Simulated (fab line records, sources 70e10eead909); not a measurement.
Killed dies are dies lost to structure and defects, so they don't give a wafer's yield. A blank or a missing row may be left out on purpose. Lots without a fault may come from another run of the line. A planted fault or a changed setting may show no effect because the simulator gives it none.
fab line records | flow nand_harc
record lots=6 wafers=18 last_day=33
route steps=1302 shown A_M0@1150 END@1302
lots that met no fault: from a run of the same line without faults
start_h: hours from the record's first day to the start of the lot's first wafer shown | wait_h: hours since the lot's step before | " the same as in the row above | L1.1+2: a row that stands for several wafers | - no value, or no start given | * or withheld: withheld | < > ~ a bound
route shown NAME@n: a module of which the file shows steps, and the number in the route of the first | usual: mean/standard deviation of fault-free wafers | same: alike in all rows | chamber/n: place in a boat | sites: the reading at each site | _std_site: their standard deviation | _edge_site: outer sites' mean less inner sites' | radius_mm: how far each site lies from the wafer's centre | mask NAME#n: copy n | behind: the tool/chamber that last shaped the wafer | hold: why the lot was held/for how many hours/how that ended | device: the transistor (n, p or np) that didn't switch | end of line: the same wafers' tests at the end of the route | a step without rows: its recipe alone | killed: dies lost to structure and defects at the first sort, not the wafer's yield | map: a wafer's dies, x killed, . not, _ none there
set.NAME: the setting as run; set.NAME@STEP: as run at that earlier step | model.NAME: the simulator's own value behind a step, which no gauge read
lots at some steps of the route; a table a step, a row a wafer
services: from which hour (start_h, from the record's first day; less than 0 if before it) a tool's chamber was out of use, for how many hours, and why
## steps
# step NHARC_A_M0_DESCUM_14
# recipe time_s=3 o2_flow_sccm=200 ar_flow_sccm=0 bias_power_w=0 chemistry=O2
# usual drypump_motor_current_A=5.8/0.5 oes_product_au=1.000/0.0094 rf_vpp_V=58.0/0.89 showerhead_plenum_p_Torr=1.94/0.073 throttle_valve_pct=11.312/0.0079
# columns lot.wafer tool chamber start_h wait_h drypump_motor_current_A oes_product_au rf_hours_counter_h rf_vpp_V showerhead_plenum_p_Torr throttle_valve_pct
L605.4 rie_diel-08 1 513.57 0.1 5.2 0.998 6.8 58.8 2.05 11.334
L605.2 " 2 " " 5.9 0.999 5.9 57.1 2.01 11.293
L605.6 " 3 " " 6.5 1.001 - 57.6 1.83 11.319
L606.4 rie_diel-12 1 514.92 0.1 5.6 1.010 5.2 56.3 1.86 11.313
L606.2 " 3 " " 6.4 0.989 4.9 56.9 1.93 11.300
L606.1 " 0 " " 6.7 0.999 4.9 56.2 1.87 11.314
L611.1 rie_diel-06 3 581.91 0.1 5.6 1.001 4.8 57.3 1.95 11.311
L611.6 " 2 " " 6.4 1.002 - 58.9 2.05 11.312
L611.5 " 3 " " 5.6 1.000 - 58.6 1.95 11.310
L612.3 rie_diel-06 2 597.64 0.1 6.4 0.997 5.5 59.1 2.05 11.321
L612.5 " 1 " " 5.4 1.003 - 56.9 1.98 11.315
L612.4 " 3 " " 5.6 1.000 - 57.8 1.95 11.307
L616.3 rie_diel-12 0 616.80 0.1 6.6 1.003 0.9 58.1 1.87 11.316
L616.4 " 0 " " 6.6 1.015 - 57.2 1.87 11.307
L616.6 " 1 " " 5.6 1.006 - 56.7 1.85 11.323
L622.3 rie_diel-12 0 671.16 0.1 6.7 1.006 3.2 58.1 1.86 11.319
L622.1 " 2 " " 5.8 1.007 3.0 57.6 1.96 11.307
L622.4 " 3 " " 6.3 1.000 4.7 57.6 1.93 11.316
# step NHARC_A_M0_ETCH_34
# recipe target_depth_a=400 overetch_a=120 time_s=43.94 ion_energy_ev=200 n2_flow_sccm=150 h2_flow_sccm=150 ar_flow_sccm=0 rf_w=400 bias_w=150 chemistry=N2/H2
# step NHARC_A_M0_ETCH_15
# recipe target_depth_a=1500 overetch_a=150 time_s=82.5 c4f8_flow_sccm=withheld ar_flow_sccm=400 rf_w=600 bias_w=300 chemistry=C4F8/Ar
# usual oes_product_au=0.953/0.021 rf_vpp_V=441.7/2.4
# columns lot.wafer tool chamber start_h wait_h oes_product_au rf_hours_counter_h rf_vpp_V
L605.4 rie_diel-08 2 - - 0.992 5.9 444.1
L605.2 " 1 " " 0.970 6.8 442.7
L605.6 " 2 " " 0.979 - 442.7
L606.4 rie_diel-12 2 - - 0.920 5.3 440.9
L606.2 " 3 " " 0.925 4.9 441.8
L606.1 " 1 " " 0.929 5.2 440.1
L611.1 rie_diel-06 2 - - 0.964 5.3 445.3
L611.6 " 2 " " 0.966 - 442.4
L611.5 " 3 " " 0.959 - 442.0
L612.3 rie_diel-06 1 - - 0.931 7.1 443.5
L612.4 " 2 " " 0.926 - 444.5
L612.5 " 3 " " 0.918 - 443.2
L616.3 rie_diel-12 0 - - 0.971 0.9 438.6
L616.4 " 1 " " 0.977 - 438.3
L616.6 " 3 " " 0.974 - 440.0
L622.4 rie_diel-12 3 - - 0.987 4.7 441.5
L622.1 " 1 " " 0.978 3.8 439.4
L622.3 " 2 " " 0.988 3.0 441.7
# step NHARC_A_M0_CD_MEAS_16
# usual cd_nm=80.0/0.59
# columns lot.wafer tool chamber start_h wait_h cd_nm
L605.2 cd_sem-03 - 513.86 - 80.9
L605.4 " - " " 80.6
L605.6 " - " " 80.6
L606.1 cd_sem-03 - 515.22 - 79.8
L606.2 " - " " 79.3
L606.4 " - " " 80.0
L611.1 cd_sem-01 - 582.20 - 79.5
L611.5 " - " " 79.5
L611.6 " - " " 79.0
L612.3 cd_sem-01 - 597.98 - 79.5
L612.4 " - " " 80.1
L612.5 " - " " 80.1
L616.3 cd_sem-02 - 617.15 - 80.6
L616.4 " - " " 80.1
L616.6 " - " " 79.5
L622.1 cd_sem-01 - 671.45 - 80.6
L622.3 " - " " 80.8
L622.4 " - " " 80.7
# step NHARC_A_M0_STRIP_18
# recipe power_w=1000 n2_flow_sccm=150 h2_flow_sccm=150 ar_flow_sccm=0 bias_w=0 chemistry=N2/H2
# usual drypump_motor_current_A=5.8/0.52 oes_product_au=1.002/0.0091 rf_vpp_V=90.8/0.9 showerhead_plenum_p_Torr=2.07/0.081 throttle_valve_pct=14.171/0.0089
# columns lot.wafer tool chamber start_h wait_h drypump_motor_current_A oes_product_au rf_hours_counter_h rf_vpp_V showerhead_plenum_p_Torr throttle_valve_pct
L605.2 rie_diel-06 1 513.93 0.1 5.4 1.004 1.7 90.9 2.11 14.166
L605.4 " 2 " " 6.4 1.005 1.6 90.9 2.19 14.182
L605.6 " 1 " " 5.4 1.005 - 91.0 2.11 14.171
L606.1 rie_diel-08 0 515.30 0.1 5.0 1.013 7.5 91.0 2.03 14.171
L606.2 " 1 " " 5.2 1.006 6.8 92.7 2.19 14.173
L606.4 " 3 " " 6.5 0.995 6.7 90.7 1.94 14.166
L611.1 rie_diel-06 0 582.33 0.1 5.8 1.008 5.2 90.8 2.03 14.175
L611.5 " 2 " " 6.4 1.006 - 90.4 2.19 14.189
L611.6 " 3 " " 5.6 0.995 - 91.4 2.08 14.181
L612.3 rie_diel-08 3 598.07 0.1 6.5 0.986 3.2 90.4 1.94 14.160
L612.4 " 1 " " 5.2 0.990 3.1 91.4 2.18 14.165
L612.5 " 2 " " 5.9 0.996 - 90.1 2.14 14.162
L616.3 rie_diel-08 1 617.22 0.1 5.2 0.995 3.6 91.5 2.18 14.166
L616.4 " 3 " " 6.5 0.999 3.9 90.7 1.94 14.168
L616.6 " 1 " " 5.2 0.997 - 92.8 2.18 14.163
L622.4 rie_diel-08 2 671.53 0.1 5.9 0.994 5.1 91.6 2.14 14.160
L622.1 " 3 " " 6.4 0.998 5.3 90.9 1.94 14.174
L622.3 " 1 " " 5.2 1.003 4.8 91.5 2.18 14.166
# step NHARC_A_M0_STRIP_19
# recipe time_s=600 temp_c=30 chemistry=post_etch_residue_remover
# step NHARC_A_M0_DEGAS_28
# recipe temp_c=250 time_s=60
# step NHARC_A_M0_PRE_CLEAN_29
# recipe time_s=30 temp_c=280 gas=H2/He
# usual heater_power_w=399/47
# columns lot.wafer tool chamber start_h wait_h heater_power_w
L605.2 pvd_sputter-02 - - - 389
L605.4 " - " " 414
L605.6 " - " " 388
L606.1 pvd_sputter-02 - - - 362
L606.2 " - " " 413
L606.4 " - " " 400
L611.1 pvd_sputter-01 - - - 480
L611.5 " - " " 380
L611.6 " - " " 479
L612.4 pvd_sputter-02 - - - 417
L612.3 " - " " 346
L612.5 " - " " 365
L616.3 pvd_sputter-01 - - - 483
L616.4 " - " " 412
L616.6 " - " " 475
L622.1 pvd_sputter-02 - - - 407
L622.3 " - " " 372
L622.4 " - " " 326
# step NHARC_A_M0_PVD_20
# recipe target_thk_a=50 bias_v=168.6 power_w=15000 chamber_pressure_pa=0.12 time_s=8.06 substrate_temp_c=50 material=TaN
# step NHARC_A_M0_PVD_21
# recipe target_thk_a=300 chamber_pressure_pa=5 power_w=5000 substrate_temp_c=30 time_s=20.49 material=Cu
# usual throttle_valve_pct=30.4/1.4
# columns lot.wafer tool chamber start_h wait_h throttle_valve_pct
L605.2 pvd_sputter-02 - - - 27.8
L605.4 " - " " 32.3
L605.6 " - " " 27.6
L606.1 pvd_sputter-02 - - - 32.3
L606.4 " - " " 31.2
L606.2 " - " " 27.9
L611.1 pvd_sputter-01 - - - 30.1
L611.6 " - " " 32.7
L611.5 " - " " 30.3
L612.3 pvd_sputter-02 - - - 31.3
L612.4 " - " " 32.5
L612.5 " - " " 31.2
L616.3 pvd_sputter-01 - - - 28.5
L616.4 " - " " 29.9
L616.6 " - " " 28.4
L622.4 pvd_sputter-02 - - - 31.2
L622.1 " - " " 29.0
L622.3 " - " " 30.9
# step NHARC_A_M0_ECD_22
# recipe target_thk_a=4000 bath_temp_c=25 material=Cu
# step NHARC_A_M0_ANNEAL_30
# recipe temp_c=225 time_s=90
# step NHARC_A_M0_CMP_23
# recipe t_overpolish_s=20 target_thk_nm=113.75
# usual edge_zone_pressure_frac=0.999/0.0047 motor_current_A=11.9/1.1 time_to_endpoint_s=29.2/2
# columns lot.wafer tool chamber start_h wait_h edge_zone_pressure_frac motor_current_A time_to_endpoint_s
L605.2 cmp-02 3 515.58 - 1.004 12.2 31.4
L605.4 " 0 " " 1.002 10.9 30.4
L605.6 " 3 " " 1.009 11.4 32.3
L606.4 cmp-04 2 516.96 - 1.002 11.4 32.8
L606.1 " 3 " " 0.996 11.9 30.6
L606.2 " 0 " " 0.996 12.9 29.6
L611.1 cmp-02 3 584.02 - 1.005 11.1 12.8
L611.5 " 0 " " 0.996 11.4 14.6
L611.6 " 1 " " 1.002 9.6 13.0
L612.4 cmp-02 3 599.67 - 1.003 11.2 15.7
L612.3 " 0 " " 1.003 11.1 17.7
L612.5 " 3 " " 0.995 11.7 17.8
L616.3 cmp-01 0 618.86 - 1.003 13.4 28.1
L616.4 " 1 " " 0.998 11.6 28.5
L616.6 " 0 " " 0.999 13.5 29.9
L622.1 cmp-01 0 673.14 - 0.994 14.6 29.5
L622.3 " 2 " " 1.003 13.0 29.5
L622.4 " 3 " " 0.992 12.9 28.3
# step NHARC_A_M0_THK_MEAS_24
# recipe thk_meas_gauge=xrf
# usual thk_nm=114.0/1.4
# columns lot.wafer tool chamber start_h wait_h thk_nm
L605.2 film_metro-01 - 515.87 - 115.8
L605.4 " - " " 116.4
L605.6 " - " " 113.0
L606.1 film_metro-02 - 517.25 - 111.6
L606.2 " - " " 112.4
L606.4 " - " " 111.9
L611.1 film_metro-01 - 584.24 - 108.3
L611.5 " - " " 105.7
L611.6 " - " " 109.3
L612.3 film_metro-01 - 599.99 - 107.0
L612.4 " - " " 107.2
L612.5 " - " " 108.1
L616.3 film_metro-01 - 619.18 - 114.8
L616.4 " - " " 112.5
L616.6 " - " " 114.8
L622.1 film_metro-02 - 673.46 - 111.8
L622.3 " - " " 112.9
L622.4 " - " " 114.6
# step NHARC_A_M0_SRD_25
# step NHARC_END_SORT_01
# recipe temp_c=25
# usual defect_limited_yield=92.3/2.2 killed_at_array=47/14 killed_at_other=0.5/0.72 killed_at_periphery=4/3.1 killed_dies=52/15 killed_open=3.2/1.9 killed_short=2.4/1.7 sort_bin_2_pct=2.7/1.1 sort_bin_3_pct=0.6/0.34 sort_bin_4_pct=4.4/1.3 sort_n_pass=625/15 sort_rim_yield_pct=90/4.3 sort_yield_pct=92.3/2.2
# same gross_dies=677 sort_bin_5_pct[%]=0 sort_bin_6_pct[%]=0 sort_bin_7_pct[%]=0 sort_bin_8_pct[%]=0 sort_rim_n_gross=106.00
# columns lot.wafer tool chamber start_h wait_h defect_limited_yield[%] killed_at_array killed_at_other killed_at_periphery killed_dies killed_open killed_short sort_bin_2_pct[%] sort_bin_3_pct[%] sort_bin_4_pct[%] sort_n_pass sort_rim_yield_pct[%] sort_yield_pct[%]
L606.1 prober-01 0 554.78 2.5 89.8 65 1 3 69 2 3 4.0 1.2 5.0 608 94 89.8
L606.2 prober-01 0 555.58 2.8 91.7 52 0 4 56 6 3 2.7 0.6 5.0 621 83 91.7
L606.4 prober-01 0 557.19 3.4 91.9 54 0 1 55 0 1 2.8 1.0 4.3 622 93 91.9
L605.2 prober-02 0 560.73 2.8 96.6 17 1 5 23 7 4 0.4 0.1 2.8 654 93 96.6
L605.4 prober-02 0 562.31 3.4 96.5 19 0 5 24 6 1 0.6 0 3.0 653 96 96.5
L605.6 prober-02 0 563.89 4.0 96.8 16 0 6 22 4 1 1.0 0.1 2.1 655 92 96.8
L611.1 prober-02 0 620.62 2.5 90.7 60 1 2 63 5 3 3.1 0.3 5.9 614 92 90.7
L611.5 prober-02 0 623.82 3.7 91.0 56 0 5 61 4 0 2.7 0.3 6.1 616 96 91.0
L611.6 prober-02 0 624.62 4.0 93.4 38 1 6 45 2 2 1.8 0.4 4.4 632 92 93.4
L612.3 prober-01 0 744.64 3.1 91.4 56 0 2 58 3 1 1.5 0.6 6.5 619 85 91.4
L612.4 prober-01 0 745.46 3.4 92.8 49 0 0 49 0 2 2.4 1.0 3.8 628 93 92.8
L612.5 prober-01 0 746.28 3.8 91.7 54 0 2 56 7 0 3.1 0.3 4.9 621 86 91.7
L616.3 prober-02 0 762.68 3.1 93.8 38 0 4 42 4 3 2.7 0.6 3.0 635 91 93.8
L616.4 prober-02 0 763.48 3.4 95.6 27 1 2 30 3 3 1.9 0.3 2.2 647 92 95.6
L616.6 prober-02 0 765.07 4.0 93.9 40 0 1 41 0 1 2.7 0.1 3.2 636 92 93.9
L622.1 prober-01 0 782.00 2.5 92.8 36 2 11 49 4 0 1.0 1.2 5.0 628 83 92.8
L622.3 prober-01 0 783.62 3.1 90.3 62 1 3 66 3 2 4.4 0.7 4.6 611 85 90.3
L622.4 prober-01 0 784.43 3.4 94.8 31 0 4 35 2 3 1.5 0.7 3.0 642 85 94.8
# killed by level:class
L606.1 A_CHANNEL_HOLE_D2:chamber_film_flake=33 A_SLIT:chamber_film_flake=22 A_BLC:chamber_film_flake=2 P_M0:geometric_particle:short=1 A_SOURCE_PLATE:geometric_particle:short=1 A_ONON_D1:geometric_particle:open=1 A_CHANNEL_FILL_D1:geometric_particle:short=1 A_STAIRCASE:chamber_film_flake=1
L606.2 A_CHANNEL_HOLE_D2:chamber_film_flake=22 A_SLIT:chamber_film_flake=15 A_CHANNEL_HOLE_D1:chamber_film_flake=3 A_STAIRCASE:chamber_film_flake=3 P_STI:geometric_particle:open=2 A_BLC:geometric_particle:open=2 P_M0:geometric_particle:short=1 A_ONON_D1:geometric_particle:open=1
L606.4 A_CHANNEL_HOLE_D2:chamber_film_flake=26 A_SLIT:chamber_film_flake=24 A_CONTACT:chamber_film_flake=2 A_STAIRCASE:geometric_particle:short=1 P_GATE:chamber_film_flake=1 A_WL_FILL:chamber_film_flake=1
L605.2 P_STI:chamber_film_flake=3 A_CHANNEL_HOLE_D2:chamber_film_flake=3 A_SGD_CUT:geometric_particle:open=2 A_CHANNEL_HOLE_D1:chamber_film_flake=2 P_GATE:geometric_particle:short=1 A_ONON_D1:geometric_particle:short=1 A_DECK1_JOINT:geometric_particle:open=1 A_CHANNEL_HOLE_D2:geometric_particle:short=1
L605.4 A_CONTACT:chamber_film_flake=4 A_CHANNEL_HOLE_D2:chamber_film_flake=3 P_M0:geometric_particle:open=2 A_CHANNEL_HOLE_D1:chamber_film_flake=2 A_STAIRCASE:chamber_film_flake=2 P_M1:geometric_particle:open=1 A_ONON_D1:geometric_particle:open=1 A_ONON_D2:geometric_particle:open=1
L605.6 A_CHANNEL_HOLE_D2:chamber_film_flake=5 A_CHANNEL_HOLE_D1:chamber_film_flake=3 P_STI:chamber_film_flake=2 P_GATE:chamber_film_flake=2 A_CONTACT:chamber_film_flake=2 P_GATE:geometric_particle:open=1 A_ONON_D1:geometric_particle:open=1 A_CHANNEL_FILL_D1:geometric_particle:open=1
L611.1 A_CHANNEL_HOLE_D2:chamber_film_flake=32 A_CHANNEL_HOLE_D1:chamber_film_flake=5 A_CHANNEL_FILL_D2:chamber_film_flake=5 A_CONTACT:chamber_film_flake=5 A_ZERO_WELL:chamber_film_flake=2 A_SLIT:chamber_film_flake=2 A_ONON_D1:geometric_particle:open=1 A_CHANNEL_FILL_D1:geometric_particle:open=1
L611.5 A_CHANNEL_HOLE_D2:chamber_film_flake=45 A_ONON_D2:geometric_particle:open=2 P_ZERO_WELL:chamber_film_flake=2 P_M2:chamber_film_flake=2 A_STAIRCASE:chamber_film_flake=2 A_SLIT:chamber_film_flake=2 P_CONTACT:geometric_particle:open=1 A_WL_FILL:geometric_particle:open=1
L611.6 A_CHANNEL_HOLE_D2:chamber_film_flake=21 A_CHANNEL_HOLE_D1:chamber_film_flake=4 A_CONTACT:chamber_film_flake=4 P_ZERO_WELL:chamber_film_flake=3 A_CHANNEL_FILL_D2:chamber_film_flake=3 A_STAIRCASE:chamber_film_flake=2 P_CONTACT:geometric_particle:short=1 A_ONON_D2:geometric_particle:open=1
L612.3 A_CHANNEL_HOLE_D1:chamber_film_flake=30 A_CHANNEL_HOLE_D2:chamber_film_flake=14 A_CONTACT:chamber_film_flake=3 A_STAIRCASE:chamber_film_flake=2 A_SLIT:chamber_film_flake=2 P_M0:geometric_particle:short=1 A_SOURCE_PLATE:geometric_particle:open=1 A_BLC:geometric_particle:open=1
L612.4 A_CHANNEL_HOLE_D1:chamber_film_flake=30 A_CHANNEL_HOLE_D2:chamber_film_flake=7 A_WL_FILL:chamber_film_flake=4 A_DECK1_JOINT:geometric_particle:short=2 A_ZERO_WELL:chamber_film_flake=2 A_CONTACT:chamber_film_flake=2 A_DECK1_JOINT:chamber_film_flake=1 A_M1:chamber_film_flake=1
L612.5 A_CHANNEL_HOLE_D1:chamber_film_flake=26 A_WL_FILL:chamber_film_flake=5 A_CHANNEL_HOLE_D2:chamber_film_flake=4 A_STAIRCASE:chamber_film_flake=4 A_CONTACT:chamber_film_flake=4 A_CHANNEL_HOLE_D2:geometric_particle:open=2 A_ZERO_WELL:chamber_film_flake=2 A_M1:chamber_film_flake=2
L616.3 A_SLIT:chamber_film_flake=26 P_CONTACT:geometric_particle:short=2 A_CHANNEL_HOLE_D1:chamber_film_flake=2 P_GATE:geometric_particle:short=1 A_ONON_D1:geometric_particle:open=1 A_CHANNEL_FILL_D1:geometric_particle:open=1 A_CHANNEL_HOLE_D2:geometric_particle:open=1 A_M0:geometric_particle:open=1
L616.4 A_SLIT:chamber_film_flake=17 A_STAIRCASE:chamber_film_flake=2 A_SGD_CUT:chamber_film_flake=2 P_CONTACT:geometric_particle:open=1 A_ONON_D2:geometric_particle:short=1 A_WL_FILL:geometric_particle:short=1 A_CONTACT:geometric_particle:open=1 A_M0:geometric_particle:short=1
L616.6 A_SLIT:chamber_film_flake=25 A_CHANNEL_HOLE_D1:chamber_film_flake=4 A_STAIRCASE:chamber_film_flake=3 A_SGD_CUT:chamber_film_flake=2 A_WL_FILL:chamber_film_flake=2 A_SOURCE_PLATE:geometric_particle:short=1 P_BONDPAD:chamber_film_flake=1 A_DECK1_JOINT:chamber_film_flake=1
L622.1 A_SLIT:chamber_film_flake=10 A_CHANNEL_HOLE_D1:chamber_film_flake=9 A_CHANNEL_HOLE_D2:chamber_film_flake=9 P_M2:chamber_film_flake=5 A_CONTACT:chamber_film_flake=4 P_GATE:chamber_film_flake=3 P_M0:geometric_particle:open=2 A_STAIRCASE:chamber_film_flake=2
L622.3 A_SLIT:chamber_film_flake=20 A_CHANNEL_HOLE_D2:chamber_film_flake=16 A_CHANNEL_HOLE_D1:chamber_film_flake=10 A_CONTACT:chamber_film_flake=8 A_ONON_D2:geometric_particle:open=1 A_ONON_D2:geometric_particle:short=1 A_WL_FILL:geometric_particle:open=1 A_WL_FILL:geometric_particle:short=1
L622.4 A_SLIT:chamber_film_flake=11 A_CHANNEL_HOLE_D2:chamber_film_flake=5 A_CHANNEL_HOLE_D1:chamber_film_flake=4 A_CONTACT:chamber_film_flake=3 A_WL_FILL:geometric_particle:short=2 P_M2:chamber_film_flake=2 A_STAIRCASE:chamber_film_flake=2 A_BLC:chamber_film_flake=2
## services
# columns tool chamber start_h hours kind
cmp-02 - 505.74 4.0 pm
rie_diel-06 - 508.91 0.5 repair
pvd_sputter-02 - 518.38 8.6 repair
rie_diel-08 - 520.80 9.0 pm
pvd_sputter-01 - 522.19 4.6 repair
cmp-04 - 526.71 4.0 pm
rie_diel-06 1 535.57 6.8 repair
pvd_sputter-01 - 542.20 7.5 repair
cmp-01 - 556.02 4.0 pm
pvd_sputter-01 - 558.04 10.0 pm
cmp-04 - 572.50 2.6 repair
cmp-02 - 584.88 3.1 repair
rie_diel-06 0 585.90 14.8 repair
rie_diel-06 2 585.93 2.6 repair
rie_diel-06 3 588.93 5.8 repair
rie_diel-12 - 598.40 9.0 pm
cmp-02 - 603.74 4.0 pm
cmp-01 - 609.61 1.2 repair
pvd_sputter-02 - 614.10 10.0 pm
rie_diel-12 0 631.91 5.4 repair
rie_diel-08 - 636.21 1.3 repair
rie_diel-06 - 637.23 9.0 pm
cmp-01 - 654.02 4.0 pm
rie_diel-12 1 665.61 1.8 repair
## key
first_sign step=NHARC_A_M0_CMP_23 reading=time_to_endpoint_s direction=down sigmas=7 usual=* struck=*
effect step=NHARC_A_M0_THK_MEAS_24 reading=thk_nm direction=down sigmas=4.6 usual=114.0 struck=107.6
met_at NHARC_A_M0_CMP_23
struck_wafers L611.1,L611.5,L611.6,L612.3,L612.4,L612.5
onset_between 515.58 584.02
fault kind=process_parameter_drift tool=cmp-02 chamber=- onset_h=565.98 steps=NHARC_A_M0_CMP_23 channel=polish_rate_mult offset=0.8 shape=step end_h=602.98
